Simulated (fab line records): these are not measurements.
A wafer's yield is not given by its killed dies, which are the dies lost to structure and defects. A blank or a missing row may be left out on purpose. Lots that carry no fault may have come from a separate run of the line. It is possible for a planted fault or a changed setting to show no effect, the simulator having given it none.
fab line records + flow nand_harc
record
- lots=6
- wafers=18
- last_day=33
route steps=1302 shown A_SLIT@941 A_SIN_REMOVE@947 A_WL_FILL@952
lots untouched by any fault: they come from a run of this same line in which no faults occurred
start_h: hours from the record's opening day to when the first of the lot's shown wafers began + wait_h: how many hours have passed since the lot's step before this one + " repeats the value in the row above + L1.1+2: several wafers, shown together as one row + - no value present, or no start provided + * or withheld: withheld + < > ~ a bound
route shown NAME@n: a module of which the file shows steps, and the number in the route of the first + usual: mean and standard deviation over wafers with no fault + same: alike in all rows + chamber/n: place in a boat + sites: readings site by site + _std_site: standard deviation across them + _edge_site: the outer-site mean with the inner-site mean subtracted + radius_mm: how far each site lies from the wafer's centre + mask NAME#n: copy n + behind: the tool/chamber that last shaped the wafer + hold: what put the lot on hold/how long, in hours/how the hold closed + device: the n, p or np transistor that did not switch + end of line: tests run on the same wafers once the route is complete + where a step has no rows: the recipe by itself + killed: dies lost to structure and defects at the first sort, not the wafer's yield + map: the dies of a wafer, with x for killed, . for not killed, _ for no die there
set.NAME: setting as actually run; set.NAME@STEP: the setting as run at that earlier step + model.NAME: the simulator's own value behind a step, which no gauge read
lots at selected steps of the route; one table per step, one row per wafer
services: the hour from which a tool's chamber was out of use, counted from the record's first day as start_h (under 0 if before that day), plus the number of hours and why
## steps
# step NHARC_A_SLIT_STRIP_28
# recipe
- o2_flow_sccm=400
- cos_flow_sccm=20
- ar_flow_sccm=0
- bias_w=0
- chemistry=O2/COS
# step NHARC_A_SLIT_ETCH_29
# recipe
- target_depth_a=1000
- overetch_a=100
- time_s=55
- ion_energy_ev=100
- cf4_flow_sccm=80
- o2_flow_sccm=20
- ar_flow_sccm=0
- rf_w=300
- bias_w=100
- chemistry=CF4/O2
# usual
- drypump_motor_current_A=5.9/0.57
- o2_flow_sccm=19.99/0.053
- oes_product_au=0.999/0.009
- rf_vpp_V=198.1/1.4
- showerhead_plenum_p_Torr=1.36/0.052
- throttle_valve_pct=13.397/0.0087
| lot.wafer | tool        | chamber | start_h | wait_h | drypump_motor_current_A | o2_flow_sccm | oes_product_au | rf_hours_counter_h | rf_vpp_V | showerhead_plenum_p_Torr | throttle_valve_pct |
|-----------|-------------|---------|---------|--------|-------------------------|--------------|----------------|--------------------|----------|--------------------------|--------------------|
| L588.3    | rie_diel-08 | 2       | 472.64  | 0.1    | 6.8                     | 19.86        | 1.010          | 7                  | 200.8    | 1.43                     | 13.392             |
| L588.4    | "           | 3       | "       | "      | 5.0                     | 20.11        | 1.009          | 7                  | 197.8    | 1.33                     | 13.400             |
| L588.6    | "           | 1       | "       | "      | 5.5                     | 20.00        | 0.987          | -                  | 197.9    | 1.40                     | 13.385             |
| L591.3    | rie_diel-08 | 3       | 504.89  | 0.1    | 5.1                     | 20.04        | 1.007          | 8                  | 196.6    | 1.32                     | 13.399             |
| L591.4    | "           | 0       | "       | "      | 5.9                     | 19.98        | 1.012          | 8                  | 197.9    | 1.40                     | 13.397             |
| L591.1    | "           | 1       | "       | "      | 5.5                     | 19.94        | 0.988          | 8                  | 199.9    | 1.40                     | 13.387             |
| L592.2    | rie_diel-11 | 1       | 532.15  | 0.1    | 6.8                     | 19.97        | 0.997          | 6                  | 198.1    | 1.39                     | 13.378             |
| L592.4    | "           | 0       | "       | "      | 5.5                     | 19.93        | 0.998          | -                  | 197.7    | 1.33                     | 13.399             |
| L592.6    | "           | 1       | "       | "      | 6.8                     | 19.99        | 0.991          | -                  | 197.0    | 1.39                     | 13.386             |
| L602.2    | rie_diel-08 | 3       | 607.12  | 0.1    | 5.0                     | 20.00        | 0.996          | 4                  | 197.6    | 1.32                     | 13.400             |
| L602.4    | "           | 1       | "       | "      | 5.5                     | 19.99        | 0.996          | 4                  | 199.1    | 1.39                     | 13.405             |
| L602.6    | "           | 3       | "       | "      | 5.1                     | 19.90        | 1.001          | -                  | 196.9    | 1.32                     | 13.381             |
| L606.3    | rie_diel-08 | 0       | 647.20  | 0.1    | 5.9                     | 19.83        | 1.010          | 6                  | 198.4    | 1.40                     | 13.396             |
| L606.5    | "           | 3       | "       | "      | 5.0                     | 20.00        | 0.999          | -                  | 198.4    | 1.32                     | 13.401             |
| L606.6    | "           | 0       | "       | "      | 5.9                     | 19.97        | 1.002          | -                  | 198.7    | 1.40                     | 13.380             |
| L608.3    | rie_diel-07 | 0       | 675.62  | 0.1    | 5.9                     | 19.94        | 0.997          | 0                  | 196.3    | 1.29                     | 13.402             |
| L608.5    | "           | 2       | "       | "      | 5.2                     | 19.99        | 0.999          | -                  | 197.0    | 1.33                     | 13.405             |
| L608.4    | "           | 3       | "       | "      | 5.6                     | 19.99        | 0.984          | -                  | 197.3    | 1.26                     | 13.383             |
# step NHARC_A_SLIT_STRIP_18
# recipe
- o2_flow_sccm=500
- ar_flow_sccm=0
- bias_w=0
- chemistry=O2
# usual
- drypump_motor_current_A=6.0/0.57
- o2_flow_sccm=500.1/1.5
- oes_product_au=1.000/0.01
- rf_vpp_V=57.9/0.9
- showerhead_plenum_p_Torr=3.58/0.13
- throttle_valve_pct=17.036/0.0093
| lot.wafer | tool        | chamber | start_h | wait_h | drypump_motor_current_A | o2_flow_sccm | oes_product_au | rf_hours_counter_h | rf_vpp_V | showerhead_plenum_p_Torr | throttle_valve_pct |
|-----------|-------------|---------|---------|--------|-------------------------|--------------|----------------|--------------------|----------|--------------------------|--------------------|
| L588.3    | rie_diel-08 | 2       | -       | -      | 6.8                     | 499.4        | 1.014          | 7                  | 58.6     | 3.76                     | 17.022             |
| L588.4    | "           | 0       | "       | "      | 6.0                     | 497.7        | 1.013          | 6                  | 59.8     | 3.70                     | 17.044             |
| L588.6    | "           | 2       | "       | "      | 6.8                     | 498.2        | 1.026          | -                  | 57.4     | 3.76                     | 17.032             |
| L591.4    | rie_diel-08 | 3       | -       | -      | 5.1                     | 499.9        | 1.019          | 8                  | 57.2     | 3.50                     | 17.023             |
| L591.3    | "           | 0       | "       | "      | 5.9                     | 501.5        | 1.015          | 8                  | 58.0     | 3.70                     | 17.034             |
| L591.1    | "           | 1       | "       | "      | 5.5                     | 499.7        | 0.994          | 8                  | 58.4     | 3.68                     | 17.030             |
| L592.2    | rie_diel-11 | 2       | -       | -      | 6.5                     | 501.7        | 1.013          | 6                  | 57.8     | 3.65                     | 17.046             |
| L592.6    | "           | 0       | "       | "      | 5.6                     | 502.1        | 1.011          | -                  | 59.2     | 3.51                     | 17.056             |
| L592.4    | "           | 1       | "       | "      | 6.8                     | 498.9        | 1.003          | -                  | 57.1     | 3.66                     | 17.018             |
| L602.4    | rie_diel-08 | 2       | -       | -      | 6.8                     | 496.1        | 0.988          | 4                  | 57.5     | 3.76                     | 17.038             |
| L602.2    | "           | 3       | "       | "      | 5.0                     | 498.2        | 0.999          | 4                  | 59.1     | 3.50                     | 17.027             |
| L602.6    | "           | 1       | "       | "      | 5.5                     | 499.6        | 0.984          | -                  | 58.1     | 3.68                     | 17.036             |
| L606.3    | rie_diel-08 | 1       | -       | -      | 5.5                     | 500.9        | 0.990          | 6                  | 58.4     | 3.67                     | 17.028             |
| L606.5    | "           | 2       | "       | "      | 6.8                     | 499.1        | 0.987          | -                  | 57.8     | 3.76                     | 17.035             |
| L606.6    | "           | 3       | "       | "      | 5.0                     | 501.4        | 1.000          | -                  | 57.6     | 3.50                     | 17.042             |
| L608.3    | rie_diel-07 | 3       | -       | -      | 5.7                     | 499.0        | 0.981          | 0                  | 58.0     | 3.33                     | 17.036             |
| L608.5    | "           | 0       | "       | "      | 6.0                     | 500.5        | 0.993          | -                  | 56.4     | 3.40                     | 17.040             |
| L608.4    | "           | 3       | "       | "      | 5.7                     | 502.2        | 0.987          | -                  | 57.4     | 3.33                     | 17.043             |
# step NHARC_A_SLIT_PRECLEAN_19
# recipe
- time_s=*
- temp_c=50
- bath_age_min=0
- chemistry=SC1
# step NHARC_A_SLIT_SRD_20
# step NHARC_A_SLIT_CD_MEAS_21
# usual
- cd_nm=289.6/0.75
| lot.wafer | tool      | chamber | start_h | wait_h | cd_nm |
|-----------|-----------|---------|---------|--------|-------|
| L588.3    | cd_sem-01 | -       | 473.17  | -      | 290.8 |
| L588.4    | "         | -       | "       | "      | 290.5 |
| L588.6    | "         | -       | "       | "      | 290.2 |
| L591.1    | cd_sem-03 | -       | 505.42  | -      | 289.7 |
| L591.3    | "         | -       | "       | "      | 290.4 |
| L591.4    | "         | -       | "       | "      | 289.9 |
| L592.2    | cd_sem-02 | -       | 532.74  | -      | 288.4 |
| L592.4    | "         | -       | "       | "      | 288.9 |
| L592.6    | "         | -       | "       | "      | 288.4 |
| L602.2    | cd_sem-03 | -       | 607.65  | -      | 290.2 |
| L602.4    | "         | -       | "       | "      | 288.8 |
| L602.6    | "         | -       | "       | "      | 289.7 |
| L606.3    | cd_sem-01 | -       | 647.74  | -      | 289.9 |
| L606.5    | "         | -       | "       | "      | 287.7 |
| L606.6    | "         | -       | "       | "      | 290.5 |
| L608.3    | cd_sem-03 | -       | 676.21  | -      | 290.0 |
| L608.4    | "         | -       | "       | "      | 289.8 |
| L608.5    | "         | -       | "       | "      | 288.4 |
# step NHARC_A_SIN_REMOVE_WET_00
# recipe
- temp_c=160
- time_s=15300
- chemistry=H3PO4
# step NHARC_A_SIN_REMOVE_PRECLEAN_01
# recipe
- time_s=*
- temp_c=50
- bath_age_min=0
- chemistry=SC1
# step NHARC_A_SIN_REMOVE_SRD_02
# step NHARC_A_SIN_REMOVE_INSPECT_04
# usual
- raw_defect_count=379/78
| lot.wafer | tool              | chamber | start_h | wait_h | raw_defect_count |
|-----------|-------------------|---------|---------|--------|------------------|
| L588.3    | defect_inspect-02 | -       | 479.76  | 0.0    | 476              |
| L588.4    | "                 | -       | "       | "      | 400              |
| L588.6    | "                 | -       | "       | "      | 404              |
| L591.1    | defect_inspect-01 | -       | 512.07  | 0.0    | 522              |
| L591.3    | "                 | -       | "       | "      | 471              |
| L591.4    | "                 | -       | "       | "      | 385              |
| L592.2    | defect_inspect-02 | -       | 539.31  | 0.0    | 347              |
| L592.4    | "                 | -       | "       | "      | 324              |
| L592.6    | "                 | -       | "       | "      | 441              |
| L602.2    | defect_inspect-02 | -       | 615.13  | 0.0    | 429              |
| L602.4    | "                 | -       | "       | "      | 484              |
| L602.6    | "                 | -       | "       | "      | 412              |
| L606.3    | defect_inspect-02 | -       | 654.33  | 0.0    | 419              |
| L606.5    | "                 | -       | "       | "      | 385              |
| L606.6    | "                 | -       | "       | "      | 458              |
| L608.3    | defect_inspect-02 | -       | 681.58  | 0.0    | 261              |
| L608.4    | "                 | -       | "       | "      | 252              |
| L608.5    | "                 | -       | "       | "      | 314              |
# step NHARC_A_WL_FILL_ALD_00
# recipe
- target_thk_a=30
- pulse_time_s=3
- ald_cycles=30
- temp_c=300
- material=Al2O3
# usual
- heater_power_w=489/40
- precursor_pulse_height_rel=0.997/0.022
# same
- ald_cycles=30
| lot.wafer | tool      | chamber | start_h | wait_h | heater_power_w | precursor_pulse_height_rel |
|-----------|-----------|---------|---------|--------|----------------|----------------------------|
| L588.4    | ald_hk-03 | 3       | 479.85  | 0.1    | 464            | 0.957                      |
| L588.3    | "         | 1       | "       | "      | 574            | 1.000                      |
| L588.6    | "         | 3       | "       | "      | 456            | 0.981                      |
| L591.4    | ald_hk-02 | 1       | 512.13  | 0.1    | 514            | 1.005                      |
| L591.1    | "         | 2       | "       | "      | 488            | 1.034                      |
| L591.3    | "         | 0       | "       | "      | 456            | 1.023                      |
| L592.4    | ald_hk-02 | 0       | 539.37  | 0.1    | 465            | 1.002                      |
| L592.2    | "         | 1       | "       | "      | 539            | 1.063                      |
| L592.6    | "         | 0       | "       | "      | 454            | 1.016                      |
| L602.4    | ald_hk-02 | 2       | 615.19  | 0.1    | 476            | 0.946                      |
| L602.2    | "         | 0       | "       | "      | 449            | 1.004                      |
| L602.6    | "         | 3       | "       | "      | 436            | 1.010                      |
| L606.3    | ald_hk-04 | 1       | 654.43  | 0.1    | 511            | 1.002                      |
| L606.5    | "         | 0       | "       | "      | 455            | 0.981                      |
| L606.6    | "         | 1       | "       | "      | 513            | 0.993                      |
| L608.3    | ald_hk-03 | 2       | 681.64  | 0.1    | 462            | 1.013                      |
| L608.4    | "         | 0       | "       | "      | 485            | 0.972                      |
| L608.5    | "         | 2       | "       | "      | 478            | 0.993                      |
# step NHARC_A_WL_FILL_RTA_01
# recipe
- temp_c=1000
- time_s=5
# usual
- lamp_power_pct=27.1/1.3
- lamp_zone_6_pct=27.1/1.3
- wafer_temp_C_max=1005.0/1.2
| lot.wafer | tool          | chamber | start_h | wait_h | lamp_power_pct | lamp_zone_6_pct | wafer_temp_C_max |
|-----------|---------------|---------|---------|--------|----------------|-----------------|------------------|
| L588.3    | rtp_anneal-02 | 0       | 480.14  | -      | 25.7           | 25.7            | 1003.5           |
| L588.4    | "             | 0       | "       | "      | 25.7           | 25.6            | 1003.4           |
| L588.6    | "             | 0       | "       | "      | 25.7           | 25.7            | 1003.2           |
| L591.1    | rtp_anneal-01 | 0       | 512.39  | -      | 25.4           | 25.3            | 964.9            |
| L591.3    | "             | 0       | "       | "      | 25.4           | 25.3            | 966.8            |
| L591.4    | "             | 0       | "       | "      | 25.3           | 25.2            | 966.5            |
| L592.2    | rtp_anneal-01 | 0       | 539.69  | -      | 25.4           | 25.3            | 965.8            |
| L592.4    | "             | 0       | "       | "      | 25.4           | 25.3            | 966.5            |
| L592.6    | "             | 0       | "       | "      | 25.4           | 25.3            | 965.9            |
| L602.2    | rtp_anneal-02 | 0       | 615.51  | -      | 25.7           | 25.6            | 1004.2           |
| L602.4    | "             | 0       | "       | "      | 25.7           | 25.6            | 1005.2           |
| L602.6    | "             | 0       | "       | "      | 25.7           | 25.6            | 1003.9           |
| L606.3    | rtp_anneal-02 | 0       | 654.72  | -      | 25.7           | 25.7            | 1003.8           |
| L606.5    | "             | 0       | "       | "      | 25.7           | 25.6            | 1003.8           |
| L606.6    | "             | 0       | "       | "      | 25.7           | 25.6            | 1004.3           |
| L608.3    | rtp_anneal-01 | 0       | 681.97  | -      | 28.3           | 28.3            | 1008.2           |
| L608.4    | "             | 0       | "       | "      | 28.3           | 28.3            | 1005.3           |
| L608.5    | "             | 0       | "       | "      | 28.4           | 28.3            | 1006.1           |
# step NHARC_A_WL_FILL_ALD_02
# recipe
- target_thk_a=20
- pulse_time_s=3
- ald_cycles=100
- temp_c=450
- material=TiN
# usual
- heater_power_w=1085/120
- precursor_pulse_height_rel=1.003/0.021
# same
- ald_cycles=100
| lot.wafer | tool         | chamber | start_h | wait_h | heater_power_w | precursor_pulse_height_rel |
|-----------|--------------|---------|---------|--------|----------------|----------------------------|
| L588.4    | ald_metal-01 | 0       | 480.37  | 0.2    | 1103           | 1.000                      |
| L588.3    | "            | 1       | "       | "      | 1073           | 0.987                      |
| L588.6    | "            | 3       | "       | "      | 1343           | 1.038                      |
| L591.4    | ald_metal-02 | 2       | 512.65  | 0.1    | 1260           | 0.987                      |
| L591.1    | "            | 3       | "       | "      | 1139           | 0.955                      |
| L591.3    | "            | 0       | "       | "      | 1057           | 1.046                      |
| L592.2    | ald_metal-03 | 0       | 539.88  | 0.2    | 1038           | 0.978                      |
| L592.4    | "            | 3       | "       | "      | 1061           | 1.015                      |
| L592.6    | "            | 1       | "       | "      | 1050           | 1.004                      |
| L602.4    | ald_metal-03 | 0       | 615.84  | 0.2    | 1063           | 1.022                      |
| L602.2    | "            | 3       | "       | "      | 1048           | 1.012                      |
| L602.6    | "            | 1       | "       | "      | 1048           | 1.000                      |
| L606.3    | ald_metal-03 | 2       | 654.96  | 0.2    | 1033           | 1.051                      |
| L606.6    | "            | 0       | "       | "      | 1011           | 1.017                      |
| L606.5    | "            | 1       | "       | "      | 1084           | 1.022                      |
| L608.4    | ald_metal-01 | 0       | 682.16  | 0.1    | 1017           | 1.033                      |
| L608.3    | "            | 1       | "       | "      | 1041           | 0.976                      |
| L608.5    | "            | 3       | "       | "      | 1434           | 1.001                      |
## services
| tool         | chamber | start_h | hours | kind   |
|--------------|---------|---------|-------|--------|
| rie_diel-07  | -       | 471.20  | 9.0   | pm     |
| rie_diel-08  | 1       | 486.17  | 3.1   | repair |
| ald_metal-02 | -       | 505.12  | 1.4   | repair |
| rie_diel-07  | 2       | 509.15  | 8.3   | repair |
| ald_metal-01 | -       | 526.00  | 10.0  | pm     |
| rie_diel-11  | 3       | 526.15  | 14.8  | repair |
| ald_hk-02    | -       | 528.31  | 10.0  | pm     |
| rie_diel-08  | -       | 544.81  | 9.0   | pm     |
| ald_metal-02 | 3       | 561.23  | 19.5  | repair |
| ald_metal-03 | -       | 568.00  | 10.0  | pm     |
| ald_hk-03    | -       | 568.44  | 10.0  | pm     |
| ald_metal-02 | -       | 576.03  | 0.5   | repair |
| rie_diel-08  | 0       | 579.45  | 3.8   | repair |
| ald_metal-03 | 2       | 580.55  | 28.1  | repair |
| ald_hk-02    | -       | 592.07  | 1.8   | repair |
| rie_diel-11  | -       | 609.50  | 9.0   | pm     |
| ald_metal-02 | -       | 610.00  | 10.0  | pm     |
| ald_hk-04    | -       | 613.29  | 10.0  | pm     |
| rie_diel-08  | 1       | 615.17  | 13.5  | repair |
| ald_metal-03 | -       | 633.90  | 0.4   | repair |
| ald_metal-01 | 3       | 641.67  | 30.6  | repair |
| rie_diel-07  | -       | 648.30  | 9.0   | pm     |
| ald_hk-02    | -       | 653.83  | 0.6   | repair |
| rie_diel-07  | 1       | 673.19  | 3.1   | repair |
## key
first_sign
- step=NHARC_A_WL_FILL_RTA_01
- reading=wafer_temp_C_max
- direction=down
- sigmas=31
- usual=*
- struck=*
effect none on later readings
met_at NHARC_A_WL_FILL_RTA_01
struck_wafers L591.1,L591.3,L591.4,L592.2,L592.4,L592.6
tester_left_out L591,L592
fault
- kind=process_parameter_drift
- tool=rtp_anneal-01
- chamber=-
- onset_h=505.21
- steps=NHARC_A_WL_FILL_RTA_01
- channel=temp_c
- offset=*
- shape=step
- end_h=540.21
- acts_in=*
- stated=*
# tester_left_out: of these lots the tester's yield and bins aren't shown, on N5 and GAA mostly nor the transistor test; their killed dies are dies lost to structure and defects alone, not to doping, threshold or leakage, so they don't give the yield
